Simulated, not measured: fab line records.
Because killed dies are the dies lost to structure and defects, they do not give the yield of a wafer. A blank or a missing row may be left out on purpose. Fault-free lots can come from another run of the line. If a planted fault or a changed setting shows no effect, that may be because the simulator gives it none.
Chamber matching ; flow n5 finfet ; 3 sister chambers for N5_BEOL_M3_CO_CAP_55 on cvd co-02
The step material Co, precursor CCTBA/H2, target thk 2 nm, time 102.1 s. 6 wafers are shown with their chamber, then 9 later ones without.

== WAFERS, EACH WITH ITS CHAMBER ==
wafer;chamber;heater power w (W)
L084.3;2;214
L086.4;1;249
L086.5;0;239
L091.2;1;263
L091.5;0;241
L091.6;2;212

== WAFERS WITH NO CHAMBER GIVEN ==
wafer;heater power w (W)
L090.2;251
L090.4;255
L090.5;240
L092.4;214
L092.5;221
L092.6;244
L095.1;213
L095.3;214
L095.4;237

== WHICH CHAMBER EACH ONE RAN IN ==
wafer;from the rows above;in truth
L090.2;can't be placed: 1 or 0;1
L090.4;1;1
L090.5;0;0
L092.4;2;2
L092.5;can't be placed: 2 or 0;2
L092.6;can't be placed: 0 or 1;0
L095.1;2;2
L095.3;2;2
L095.4;0;0
Placed correctly: 6 of 9. These rows do not allow placing 3 (true chamber among the candidates in 3). 0 placed wrongly.
How it was worked out, from the rows above alone: a wafer's distance from a chamber is the root of the sum, over the readings, of the square of ((its reading less the chamber's mean) divided by the reading's scatter). If the next closest chamber is less than 2 further off than the closest, the wafer can't be placed; otherwise it belongs to the closest. The mean given for a chamber averages the wafers shown for that chamber. The scatter: the root of (the sum of the squares of (reading less its chamber's mean) over the shown wafers, divided by (wafers less chambers)).
